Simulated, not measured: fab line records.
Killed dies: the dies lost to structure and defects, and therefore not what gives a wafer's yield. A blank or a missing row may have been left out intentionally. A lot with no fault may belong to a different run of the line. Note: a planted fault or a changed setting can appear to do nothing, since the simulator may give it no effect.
fab line records	flow n5-finfet
[record] lots = 11	wafers = 33	last-day = 17
route steps=1938 shown BEOL_M1@816 PASSIVATION@1905
lots that met no fault: from a run of the same line without faults
start-h: hours from the record's opening day to when the first of the lot's shown wafers began	wait-h: hours since the lot's step before	" identical to the entry in the row above	L1.1+2: a row that stands for several wafers	- no value, or no start given	* or withheld: withheld	< > ~ a bound
route shown NAME@n: names a module that has steps shown in the file, with the first one's number in the route	usual: the fault-free wafers' mean and standard deviation	same: alike in all rows	chamber/n: place in a boat	sites: each site's reading	_std_site: standard deviation of those values	_edge_site: inner sites' mean taken away from outer sites' mean	radius-mm: how far each site lies from the wafer's centre	mask NAME#n: copy n	behind: the last tool/chamber to shape the wafer	hold: reason for holding the lot/hours on hold/outcome of the hold	device: the n, p or np transistor that did not switch	end of line: the tests these same wafers got at the end of their route	a step with no rows: only its recipe	killed: dies lost to structure and defects at the first sort, not the wafer's yield	map: a wafer's dies, x killed, . not, _ none there
set.NAME: the run value of the setting; set.NAME@STEP: its run value at that earlier step	model.NAME: the simulator's own value behind a step, which no gauge read
the route's steps for a sample of lots (tables are steps, rows are wafers)
services: a tool's chamber out of use, with start hour (start-h, from the record's first day; less than 0 if before it), hours out, and reason
[[steps]]
[step N5_BEOL_M1_SPUTTER_79]
[recipe] material = Cu	target-thk-a = 45	temp-c = -20	chamber-pressure-pa = 0.07	power-w = withheld	time-s = 8.29
[usual] chuck-sensor-temp-C = -15.9/0.54	substrate-temp-c = -20.02/0.11	throttle-valve-pct = 29.5/1.2
lot.wafer	tool	chamber	start-h	wait-h	chuck-sensor-temp-C	substrate-temp-c	throttle-valve-pct
L987.1	pvd-sputter-02	-	135.91	0.1	-16.5	-20.13	31.7
L987.4	"	-	"	"	-15.7	-20.12	29.4
L987.6	"	-	"	"	-15.7	-20.03	29.9
L990.1	pvd-sputter-02	-	142.09	0.1	-16.1	-19.96	29.7
L990.2	"	-	"	"	-15.9	-19.95	29.8
L990.4	"	-	"	"	-16.2	-19.98	29.9
L992.1	pvd-sputter-02	-	157.84	0.1	-15.7	-19.93	29.8
L992.4	"	-	"	"	-16.0	-19.98	29.8
L992.6	"	-	"	"	-16.1	-19.94	29.6
L997.1	pvd-sputter-03	-	187.55	0.1	-15.4	-19.93	29.3
L997.3	"	-	"	"	-16.6	-20.17	27.3
L997.5	"	-	"	"	-15.4	-20.02	27.9
L998.2	pvd-sputter-03	-	194.36	0.1	-15.5	-19.87	28.1
L998.4	"	-	"	"	-15.3	-19.99	30.6
L998.6	"	-	"	"	-15.5	-19.99	29.1
L999.1	pvd-sputter-01	-	200.90	0.1	-15.4	-20.07	28.4
L999.2	"	-	"	"	-17.1	-20.08	29.7
L999.3	"	-	"	"	-15.6	-19.99	29.2
L100.1	pvd-sputter-03	-	204.43	0.1	-15.5	-19.94	29.1
L100.2	"	-	"	"	-15.4	-19.88	27.9
L100.5	"	-	"	"	-16.6	-20.02	27.3
L101.1	pvd-sputter-03	-	212.18	0.1	-15.2	-19.94	30.7
L101.4	"	-	"	"	-16.7	-20.05	27.6
L101.5	"	-	"	"	-16.8	-20.19	27.6
L103.1	pvd-sputter-03	-	221.23	0.1	-16.7	-19.93	27.3
L103.5	"	-	"	"	-15.4	-20.11	29.0
L103.6	"	-	"	"	-15.3	-19.97	30.7
L106.2	pvd-sputter-01	-	242.47	0.1	-15.8	-20.19	31.7
L106.4	"	-	"	"	-15.1	-20.00	28.5
L106.6	"	-	"	"	-15.7	-20.05	29.0
L989.2	pvd-sputter-02	-	249.61	0.1	-16.6	-20.05	31.6
L989.3	"	-	"	"	-15.9	-19.88	29.8
L989.5	"	-	"	"	-16.0	-20.15	29.5
[step N5_PASSIVATION_CD_MEAS_30]
[recipe] target-cd-nm = 4000	landing-energy-ev = 500	detector = se-inlens	polarity = opening
[usual] cd-nm = 3999.4/1.9
lot.wafer	tool	chamber	start-h	wait-h	cd-nm
L987.1	cd-sem-02	0	266.34	-	4003.8
L987.4	"	0	"	"	3997.2
L987.6	"	0	"	"	3999.5
L990.1	cd-sem-03	0	287.31	-	3996.9
L990.2	"	0	"	"	3998.8
L990.4	"	0	"	"	4000.2
L992.1	cd-sem-03	0	294.07	-	3999.2
L992.4	"	0	"	"	4000.2
L992.6	"	0	"	"	3999.8
L999.1	cd-sem-03	0	335.69	-	3999.9
L999.2	"	0	"	"	3999.5
L999.3	"	0	"	"	3999.3
L997.1	cd-sem-02	0	336.05	-	4002.0
L997.3	"	0	"	"	4001.0
L997.5	"	0	"	"	3997.0
L998.2	cd-sem-01	0	341.92	-	3999.8
L998.4	"	0	"	"	3996.0
L998.6	"	0	"	"	4001.0
L100.1	cd-sem-01	0	352.10	-	3998.5
L100.2	"	0	"	"	3999.6
L100.5	"	0	"	"	3999.2
L101.1	cd-sem-02	0	359.98	-	3998.2
L101.4	"	0	"	"	3996.6
L101.5	"	0	"	"	3998.6
L103.1	cd-sem-01	0	362.76	-	3997.4
L103.5	"	0	"	"	3997.2
L103.6	"	0	"	"	3998.7
L106.2	cd-sem-01	0	375.12	-	3995.6
L106.4	"	0	"	"	3998.3
L106.6	"	0	"	"	3998.3
L989.2	cd-sem-02	0	403.05	-	4000.4
L989.3	"	0	"	"	3999.3
L989.5	"	0	"	"	4000.0
[step N5_PASSIVATION_PASS_ETCH_47]
[recipe] chemistry = CF4/O2	target = SiNx	target-depth-a = 7700	time-s = 385	ion-energy-ev = 100	pressure-mtorr = 40	source-w = 535	bias-w = 49	Ar_flow_sccm = 100	cf4-flow-sccm = 100	O2_flow_sccm = 10
[usual] drypump-motor-current-A = 5.6/0.34	oes-product-au = 0.78/0.08	rf-vpp-V = 239/5.4	showerhead-plenum-p-Torr = 2.21/0.049	throttle-valve-pct = 15.96/0.21
lot.wafer	tool	chamber	start-h	wait-h	drypump-motor-current-A	oes-product-au	rf-hours-counter-h	rf-vpp-V	showerhead-plenum-p-Torr	throttle-valve-pct
L987.1	rie-diel-03	1	268.96	0.0	5.8	0.75	150	248	2.22	15.89
L987.4	"	3	"	"	5.1	0.71	195	239	2.20	16.01
L987.6	"	2	"	"	6.3	0.69	-	244	2.17	16.04
L990.1	rie-diel-06	0	289.18	0.0	5.9	0.80	106	236	2.13	15.71
L990.2	"	2	"	"	5.5	0.78	110	246	2.21	15.91
L990.4	"	1	"	"	5.6	0.98	2	236	2.24	15.82
L992.1	rie-diel-03	1	295.93	0.0	5.8	0.74	159	249	2.21	15.89
L992.4	"	0	"	"	5.3	0.85	33	241	2.25	15.92
L992.6	"	1	"	"	5.8	0.74	-	249	2.21	15.91
L999.1	rie-diel-06	1	337.71	0.0	5.6	0.92	19	234	2.24	15.86
L999.2	"	0	"	"	5.9	0.79	122	235	2.13	15.74
L999.3	"	2	"	"	5.5	0.78	127	245	2.21	15.94
L997.1	rie-diel-06	3	338.30	0.0	5.1	0.69	227	229	2.28	16.43
L997.3	"	2	"	"	5.5	0.77	127	244	2.21	15.96
L997.5	"	2	"	"	5.5	0.78	-	244	2.21	15.95
L998.2	rie-diel-03	2	344.30	0.0	6.3	0.98	3	241	2.16	15.61
L998.4	"	1	"	"	5.8	0.73	178	248	2.21	15.94
L998.6	"	3	"	"	5.2	0.68	-	239	2.19	16.05
L100.1	rie-diel-06	3	354.24	0.0	5.1	0.67	234	229	2.28	16.45
L100.2	"	1	"	"	5.6	0.90	25	235	2.24	15.88
L100.5	"	1	"	"	5.6	0.89	-	235	2.24	15.88
L101.1	rie-diel-06	2	361.84	0.0	5.5	0.77	137	246	2.20	15.95
L101.4	"	3	"	"	5.2	0.68	237	229	2.28	16.44
L101.5	"	3	"	"	5.1	0.68	-	229	2.28	16.46
L103.1	rie-diel-03	2	364.93	0.0	6.3	0.94	11	241	2.16	15.62
L103.5	"	3	"	"	5.2	0.68	-	239	2.19	16.06
L103.6	"	0	"	"	5.3	0.83	-	242	2.24	15.94
L106.2	rie-diel-06	2	377.15	0.0	5.5	0.77	142	244	2.20	15.98
L106.4	"	0	"	"	5.9	0.77	134	237	2.12	15.78
L106.6	"	0	"	"	5.9	0.77	-	235	2.12	15.77
L989.2	rie-diel-06	1	405.04	0.0	5.6	0.88	42	234	2.23	15.90
L989.3	"	0	"	"	5.9	0.77	144	234	2.12	15.78
L989.5	"	1	"	"	5.6	0.88	-	235	2.23	15.92
[step N5_PASSIVATION_PROBE_49]
[usual] defect-limited-yield = 91.0/1.3	killed_at_M0_to_M3 = 33/10	killed_at_M4_up = 14/5.6	killed-at-contacts = 12/5.8	killed-at-front-end = 43/11	killed-at-other = 4.1/2.8	killed-dies = 106/15	killed-open = 70/12	killed-short = 34/7.5	sort_bin_5_function = 5.3/0.88	sort_bin_6_memory = 3.3/0.64	sort_bin_8_speed = 0.00/0.016	sort-n-pass = 1074/15	sort-yield-pct = 91.0/1.3
[same] gross-dies = 1180	killed-at-back-side = 0	sort_bin_4_leakage[%] = 0
lot.wafer	tool	chamber	start-h	wait-h	defect-limited-yield[%]	killed_at_M0_to_M3	killed_at_M4_up	killed-at-contacts	killed-at-front-end	killed-at-other	killed-dies	killed-open	killed-short	sort_bin_5_function[%]	sort_bin_6_memory[%]	sort_bin_8_speed[%]	sort-n-pass	sort-yield-pct[%]
L987.1	prober-01	-	272.17	0.0	93.1	15	11	18	30	8	82	50	27	4.0	2.6	0	1098	93.1
L987.4	prober-01	-	272.32	0.2	91.4	30	21	10	34	6	101	68	29	5.1	3.4	0	1079	91.4
L987.6	prober-01	-	272.42	0.3	90.5	31	14	28	32	7	112	74	36	5.7	3.2	0	1068	90.5
L990.1	prober-01	-	292.20	0.0	92.4	30	17	9	30	4	90	67	23	4.5	3.0	0	1090	92.4
L990.2	prober-01	-	292.25	0.1	91.4	36	10	7	43	5	101	68	27	5.7	2.5	0	1079	91.4
L990.4	prober-01	-	292.35	0.2	88.8	55	13	17	44	3	132	77	52	6.1	4.8	0	1048	88.8
L992.1	prober-01	-	298.95	0.0	91.3	30	9	9	49	6	103	73	30	4.8	3.6	0	1077	91.3
L992.4	prober-01	-	299.10	0.2	90.2	28	15	15	51	7	116	77	39	5.6	3.9	0	1064	90.2
L992.6	prober-01	-	299.20	0.3	90.5	30	17	14	46	5	112	81	29	5.3	3.9	0	1068	90.5
L999.1	prober-01	-	340.72	0.0	89.9	48	18	11	37	5	119	87	32	6.2	3.6	0	1061	89.9
L999.2	prober-01	-	340.77	0.1	91.4	27	19	1	49	6	102	65	37	4.5	3.7	0	1078	91.4
L999.3	prober-01	-	340.82	0.1	91.6	34	15	7	36	7	99	60	38	4.3	3.6	0	1081	91.6
L997.1	prober-02	-	341.31	0.0	89.2	48	12	12	51	4	127	88	38	6.7	3.6	0	1053	89.2
L997.3	prober-02	-	341.41	0.1	90.3	35	5	9	65	0	114	77	32	5.6	3.8	0	1066	90.3
L997.5	prober-02	-	341.51	0.2	91.0	23	9	11	54	9	106	68	38	5.8	2.9	0	1074	91.0
L998.2	prober-01	-	347.35	0.1	90.3	41	16	12	41	4	114	65	47	6.5	2.7	0	1066	90.3
L998.4	prober-01	-	347.45	0.2	92.7	31	12	7	34	2	86	57	28	4.9	2.2	0	1094	92.7
L998.6	prober-01	-	347.55	0.3	92.0	34	12	14	28	6	94	54	38	4.2	3.5	0	1086	92.0
L100.1	prober-02	-	357.25	0.0	92.3	31	18	4	36	2	91	59	26	4.5	3.1	0	1089	92.3
L100.2	prober-02	-	357.30	0.1	90.7	43	18	5	41	3	110	73	34	5.3	3.8	0	1070	90.7
L100.5	prober-02	-	357.45	0.2	91.9	35	16	7	33	5	96	59	37	5.5	2.2	0	1084	91.9
L101.1	prober-01	-	364.86	0.0	92.8	28	11	17	25	4	85	55	29	4.3	2.6	0	1095	92.8
L101.4	prober-01	-	365.01	0.2	93.1	27	11	6	33	5	82	55	25	3.9	2.7	0.08	1097	93.0
L101.5	prober-01	-	365.06	0.2	93.1	25	8	9	26	13	81	53	27	4.1	2.4	0	1099	93.1
L103.1	prober-01	-	367.95	0.0	94.2	26	6	12	22	2	68	39	27	3.7	1.8	0	1112	94.2
L103.5	prober-01	-	368.15	0.2	91.9	28	11	9	38	9	95	57	37	4.2	3.3	0	1085	91.9
L103.6	prober-01	-	368.20	0.3	91.2	33	16	16	32	7	104	77	27	4.9	3.6	0	1076	91.2
L106.2	prober-02	-	380.21	0.1	91.9	40	6	13	34	2	95	61	30	4.9	2.5	0	1085	91.9
L106.4	prober-02	-	380.31	0.2	93.3	21	8	19	26	5	79	60	19	3.2	3.3	0	1101	93.3
L106.6	prober-02	-	380.41	0.3	92.2	33	6	22	31	0	92	59	30	4.7	2.6	0	1088	92.2
L989.2	prober-01	-	408.11	0.1	91.4	18	15	12	55	1	101	58	41	5.3	2.7	0	1079	91.4
L989.3	prober-01	-	408.16	0.1	89.7	23	19	14	62	3	121	77	43	5.8	3.9	0	1059	89.7
L989.5	prober-01	-	408.26	0.2	80.7	146	17	10	55	0	228	61	37	12.5	4.6	0	952	80.7
// killed by level:class
L987.1 MOL_CONTACT_COAG:geometric-particle:open=14 BEOL_M2:geometric-particle:open=7 STI_FIN_REVEAL:geometric-particle:open=6 MIM_TOP:geometric-particle:short=5 FIN_SAQP:geometric-particle:open=4 STARTING-WAFER:geometric-particle:short=4 FIN_SAQP:geometric-particle:short=3 GATE_CUT:geometric-particle:open=3
L987.4 BEOL_M4:geometric-particle:open=13 MOL_CONTACT_COAG:geometric-particle:open=9 FIN_SAQP:geometric-particle:open=7 BEOL_M1:geometric-particle:open=7 BEOL_M2:geometric-particle:open=6 BEOL_M0_SAQP:geometric-particle:short=5 FIN_SAQP:geometric-particle:short=4 GATE_CUT:geometric-particle:short=4
L987.6 MOL_CONTACT_COAG:geometric-particle:open=23 FIN_SAQP:geometric-particle:short=8 BEOL_M1:geometric-particle:open=8 BEOL_M3:geometric-particle:open=8 BEOL_M4:geometric-particle:open=7 BEOL_M0_SAQP:geometric-particle:short=6 BEOL_M0_SAQP:geometric-particle:open=5 FIN_SAQP:geometric-particle:open=4
L990.1 BEOL_M3:geometric-particle:open=11 BEOL_M4:geometric-particle:open=10 BEOL_M2:geometric-particle:open=8 MOL_CONTACT_COAG:geometric-particle:open=8 DUMMY_GATE:geometric-particle:open=6 STI_FIN_REVEAL:geometric-particle:open=5 ILD0:geometric-particle:short=4 BEOL_M4:geometric-particle:short=4
L990.2 BEOL_M2:geometric-particle:open=10 BEOL_M3:geometric-particle:open=10 FIN_SAQP:geometric-particle:open=8 STI_FIN_REVEAL:geometric-particle:open=8 DUMMY_GATE:geometric-particle:open=5 BEOL_M4:geometric-particle:open=5 GATE_CUT:geometric-particle:short=4 MOL_CONTACT_COAG:geometric-particle:open=4
L990.4 FIN_SAQP:geometric-particle:short=12 BEOL_M0_SAQP:geometric-particle:short=11 MOL_CONTACT_COAG:geometric-particle:open=11 BEOL_M0_SAQP:geometric-particle:open=11 FIN_SAQP:geometric-particle:open=10 BEOL_M1:geometric-particle:open=7 BEOL_M3:geometric-particle:open=7 BEOL_M2:geometric-particle:open=6
L992.1 STI_FIN_REVEAL:geometric-particle:open=10 FIN_SAQP:geometric-particle:open=9 GATE_CUT:geometric-particle:open=8 BEOL_M0_SAQP:geometric-particle:open=7 MOL_CONTACT_COAG:geometric-particle:open=6 BEOL_M3:geometric-particle:open=5 STARTING-WAFER:geometric-particle:open=5 FIN_SAQP:geometric-particle:short=4
L992.4 MOL_CONTACT_COAG:geometric-particle:open=15 FIN_SAQP:geometric-particle:short=12 STI_FIN_REVEAL:geometric-particle:open=10 BEOL_M0_SAQP:geometric-particle:short=9 BEOL_M3:geometric-particle:open=8 GATE_CUT:geometric-particle:open=7 BEOL_M4:geometric-particle:open=7 FIN_SAQP:geometric-particle:open=6
L992.6 FIN_SAQP:geometric-particle:open=17 STI_FIN_REVEAL:geometric-particle:open=10 BEOL_M3:geometric-particle:open=10 MOL_CONTACT_COAG:geometric-particle:open=9 FIN_SAQP:geometric-particle:short=7 BEOL_M4:geometric-particle:open=6 MOL_CONTACT_COAG:geometric-particle:short=5 BEOL_M2:geometric-particle:open=5
L999.1 BEOL_M0_SAQP:geometric-particle:open=14 FIN_SAQP:geometric-particle:open=11 MOL_CONTACT_COAG:geometric-particle:open=10 BEOL_M3:geometric-particle:open=9 BEOL_M1:geometric-particle:open=7 STI_FIN_REVEAL:geometric-particle:open=6 BEOL_M0_SAQP:geometric-particle:short=6 BEOL_M4:geometric-particle:open=6
L999.2 BEOL_M0_SAQP:geometric-particle:short=13 STI_FIN_REVEAL:geometric-particle:open=12 FIN_SAQP:geometric-particle:short=11 FIN_SAQP:geometric-particle:open=8 BEOL_M4:geometric-particle:open=8 DUMMY_GATE:geometric-particle:open=7 BEOL_M0_SAQP:geometric-particle:open=5 BEOL_M2:geometric-particle:open=4
L999.3 BEOL_M0_SAQP:geometric-particle:open=14 BEOL_M0_SAQP:geometric-particle:short=13 FIN_SAQP:geometric-particle:short=8 BEOL_M4:geometric-particle:open=7 STI_FIN_REVEAL:geometric-particle:open=6 MOL_CONTACT_COAG:geometric-particle:open=6 FIN_SAQP:geometric-particle:open=4 DUMMY_GATE:geometric-particle:open=4
L997.1 BEOL_M2:geometric-particle:open=17 STI_FIN_REVEAL:geometric-particle:open=10 FIN_SAQP:geometric-particle:short=9 DUMMY_GATE:geometric-particle:open=9 MOL_CONTACT_COAG:geometric-particle:open=9 BEOL_M2:geometric-particle:short=7 BEOL_M4:geometric-particle:open=7 FIN_SAQP:geometric-particle:open=6
L997.3 FIN_SAQP:geometric-particle:open=13 STI_FIN_REVEAL:geometric-particle:open=13 BEOL_M3:geometric-particle:open=12 FIN_SAQP:geometric-particle:short=10 MOL_CONTACT_COAG:geometric-particle:open=7 DUMMY_GATE:geometric-particle:open=6 BEOL_M0_SAQP:geometric-particle:open=6 BEOL_M0_SAQP:geometric-particle:short=6
L997.5 FIN_SAQP:geometric-particle:short=14 FIN_SAQP:geometric-particle:open=11 MOL_CONTACT_COAG:geometric-particle:open=9 DUMMY_GATE:geometric-particle:open=8 BEOL_M3:geometric-particle:open=7 PASS1_CAP:geometric-particle:open=6 STI_FIN_REVEAL:geometric-particle:open=6 STARTING-WAFER:geometric-particle:short=4
L998.2 BEOL_M0_SAQP:geometric-particle:open=13 BEOL_M0_SAQP:geometric-particle:short=12 STI_FIN_REVEAL:geometric-particle:open=11 MOL_CONTACT_COAG:geometric-particle:open=9 FIN_SAQP:geometric-particle:short=8 BEOL_M4:geometric-particle:open=5 BEOL_M1:geometric-particle:open=4 GATE_CUT:geometric-particle:short=4
L998.4 BEOL_M0_SAQP:geometric-particle:short=10 STI_FIN_REVEAL:geometric-particle:open=9 FIN_SAQP:geometric-particle:open=6 MOL_CONTACT_COAG:geometric-particle:open=6 BEOL_M3:geometric-particle:open=6 BEOL_M0_SAQP:geometric-particle:open=5 FIN_SAQP:geometric-particle:short=4 BEOL_M2:geometric-particle:open=4
L998.6 BEOL_M0_SAQP:geometric-particle:short=11 MOL_CONTACT_COAG:geometric-particle:open=9 BEOL_M0_SAQP:geometric-particle:open=7 BEOL_M4:geometric-particle:open=6 STARTING-WAFER:geometric-particle:short=6 STI_FIN_REVEAL:geometric-particle:open=5 FIN_SAQP:geometric-particle:open=4 MOL_CONTACT_COAG:geometric-particle:short=4
L100.1 BEOL_M4:geometric-particle:open=11 STI_FIN_REVEAL:geometric-particle:open=8 BEOL_M0_SAQP:geometric-particle:short=8 BEOL_M0_SAQP:geometric-particle:open=6 BEOL_M2:geometric-particle:open=5 FIN_SAQP:geometric-particle:short=4 MOL_CONTACT_COAG:geometric-particle:open=4 BEOL_M3:geometric-particle:open=4
L100.2 BEOL_M4:geometric-particle:open=12 BEOL_M3:geometric-particle:open=11 STI_FIN_REVEAL:geometric-particle:open=10 FIN_SAQP:geometric-particle:short=9 BEOL_M0_SAQP:geometric-particle:short=7 BEOL_M0_SAQP:geometric-particle:open=7 BEOL_M1:geometric-particle:open=7 MOL_CONTACT_COAG:geometric-particle:open=5
L100.5 BEOL_M4:geometric-particle:open=12 BEOL_M0_SAQP:geometric-particle:short=11 STI_FIN_REVEAL:geometric-particle:open=10 BEOL_M0_SAQP:geometric-particle:open=10 MOL_CONTACT_COAG:geometric-particle:open=5 STI_FIN_REVEAL:geometric-particle:short=4 BEOL_M2:geometric-particle:open=4 STARTING-WAFER:geometric-particle:short=4
L101.1 MOL_CONTACT_COAG:geometric-particle:open=14 BEOL_M0_SAQP:geometric-particle:short=9 FIN_SAQP:geometric-particle:open=7 FIN_SAQP:geometric-particle:short=6 BEOL_M1:geometric-particle:open=6 BEOL_M4:geometric-particle:open=6 BEOL_M0_SAQP:geometric-particle:open=5 MOL_CONTACT_COAG:geometric-particle:short=3
L101.4 BEOL_M0_SAQP:geometric-particle:open=10 FIN_SAQP:geometric-particle:open=8 BEOL_M0_SAQP:geometric-particle:short=6 BEOL_M2:geometric-particle:open=6 FIN_SAQP:geometric-particle:short=4 ILD0:geometric-particle:open=4 MOL_CONTACT_COAG:geometric-particle:open=4 BEOL_M1:geometric-particle:open=4
L101.5 MOL_CONTACT_COAG:geometric-particle:open=9 BEOL_M0_SAQP:geometric-particle:short=8 FIN_SAQP:geometric-particle:short=7 FIN_SAQP:geometric-particle:open=6 STI_FIN_REVEAL:geometric-particle:open=6 BEOL_M1:geometric-particle:open=5 BEOL_M2:geometric-particle:open=5 PASS1_DEP:geometric-particle:open=5
L103.1 BEOL_M1:geometric-particle:open=10 MOL_CONTACT_COAG:geometric-particle:open=9 FIN_SAQP:geometric-particle:short=8 BEOL_M0_SAQP:geometric-particle:short=4 BEOL_M2:geometric-particle:open=4 FIN_SAQP:geometric-particle:open=3 MOL_CONTACT_COAG:geometric-particle:short=3 BEOL_M0_SAQP:geometric-particle:open=3
L103.5 FIN_SAQP:geometric-particle:open=10 MOL_CONTACT_COAG:geometric-particle:open=8 BEOL_M3:geometric-particle:open=7 GATE_CUT:geometric-particle:short=6 BEOL_M2:geometric-particle:open=6 FIN_SAQP:geometric-particle:short=5 BEOL_M2:geometric-particle:short=5 BEOL_M0_SAQP:geometric-particle:short=5
L103.6 MOL_CONTACT_COAG:geometric-particle:open=14 BEOL_M3:geometric-particle:open=13 DUMMY_GATE:geometric-particle:open=10 BEOL_M1:geometric-particle:open=6 STI_FIN_REVEAL:geometric-particle:open=5 BEOL_M5:geometric-particle:open=5 BEOL_M0_SAQP:geometric-particle:short=4 BEOL_M2:geometric-particle:open=4
L106.2 MOL_CONTACT_COAG:geometric-particle:open=12 STI_FIN_REVEAL:geometric-particle:open=11 BEOL_M0_SAQP:geometric-particle:short=10 FIN_SAQP:geometric-particle:short=9 BEOL_M0_SAQP:geometric-particle:open=8 BEOL_M1:geometric-particle:open=8 BEOL_M3:geometric-particle:open=7 GATE_CUT:geometric-particle:short=3
L106.4 MOL_CONTACT_COAG:geometric-particle:open=16 BEOL_M3:geometric-particle:open=7 BEOL_M0_SAQP:geometric-particle:open=5 FIN_SAQP:geometric-particle:open=4 STI_FIN_REVEAL:geometric-particle:open=4 DUMMY_GATE:geometric-particle:open=4 BEOL_M1:geometric-particle:open=4 DUMMY_GATE:geometric-particle:short=3
L106.6 MOL_CONTACT_COAG:geometric-particle:open=18 BEOL_M0_SAQP:geometric-particle:open=10 BEOL_M0_SAQP:geometric-particle:short=6 STI_FIN_REVEAL:geometric-particle:open=5 MOL_CONTACT_COAG:geometric-particle:short=4 BEOL_M1:geometric-particle:open=4 BEOL_M3:geometric-particle:open=4 BEOL_M4:geometric-particle:open=4
L989.2 FIN_SAQP:geometric-particle:open=14 FIN_SAQP:geometric-particle:short=13 MOL_CONTACT_COAG:geometric-particle:open=7 GATE_CUT:geometric-particle:open=6 STARTING-WAFER:geometric-particle:short=5 BEOL_M0_SAQP:geometric-particle:short=5 STI_FIN_REVEAL:geometric-particle:open=4 MOL_CONTACT_COAG:geometric-particle:short=4
L989.3 STI_FIN_REVEAL:geometric-particle:open=12 FIN_SAQP:geometric-particle:open=10 MOL_CONTACT_COAG:geometric-particle:open=10 FIN_SAQP:geometric-particle:short=7 DUMMY_GATE:geometric-particle:open=7 GATE_CUT:geometric-particle:short=6 BEOL_M2:geometric-particle:open=6 BEOL_M5:geometric-particle:open=5
L989.5 BEOL_M1:unspecified=129 FIN_SAQP:geometric-particle:short=11 MOL_CONTACT_COAG:geometric-particle:open=8 STARTING-WAFER:geometric-particle:open=8 FIN_SAQP:geometric-particle:open=6 DUMMY_GATE:geometric-particle:open=6 BEOL_M3:geometric-particle:open=5 BEOL_M4:geometric-particle:open=5
[[services]]
tool	chamber	start-h	hours	kind
pvd-sputter-01	-	112.84	13.6	repair
rie-diel-06	2	113.32	8.0	repair
pvd-sputter-01	-	136.42	1.1	repair
rie-diel-06	2	144.85	12.2	repair
pvd-sputter-03	-	159.89	2.5	repair
rie-diel-03	0	170.10	5.9	repair
rie-diel-03	0	190.51	-	clean
rie-diel-03	0	190.51	-	consumable-replace:focus-ring
rie-diel-03	0	190.51	12.7	scheduled-down
rie-diel-03	0	190.51	12.7	vent-cycle
rie-diel-06	-	232.17	14.6	pm
rie-diel-03	2	263.59	3.8	repair
rie-diel-06	1	265.85	-	clean
rie-diel-06	1	265.85	-	consumable-replace:focus-ring
rie-diel-06	1	265.85	16.0	scheduled-down
rie-diel-06	1	265.85	16.0	vent-cycle
pvd-sputter-02	-	302.85	7.1	repair
rie-diel-03	2	313.92	-	clean
rie-diel-03	2	313.92	-	consumable-replace:focus-ring
rie-diel-03	0	317.64	4.0	repair
pvd-sputter-01	-	320.59	12.8	repair
rie-diel-03	1	354.52	4.8	repair
rie-diel-03	-	372.66	0.1	repair
rie-diel-06	3	400.20	6.6	repair
[[key]]
[first-sign] step = N5_PASSIVATION_PROBE_49	reading = killed_at_M0_to_M3	direction = up	sigmas = 11	usual = 33	struck = 146
[effect] step = N5_PASSIVATION_PROBE_49	reading = defect-limited-yield	direction = down	sigmas = 8	usual = 91.0	struck = 80.7
[more-kills-born-at] N5_BEOL_M1_SPUTTER_79@pvd-sputter-02 = 129
met-at N5_BEOL_M1_SPUTTER_79
struck-lots L989
struck-wafers L989.5
not-acting-at N5_PASSIVATION_CD_MEAS_30,N5_PASSIVATION_PASS_ETCH_47
onset-between 157.84 249.61
[fault] kind = chamber-particle-source	tool = pvd-sputter-02	chamber = -	onset-h = 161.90	steps = N5_BEOL_M1_SPUTTER_79	rate-per-visit-cm2 = 1.0933	scope = struck-wafers-only
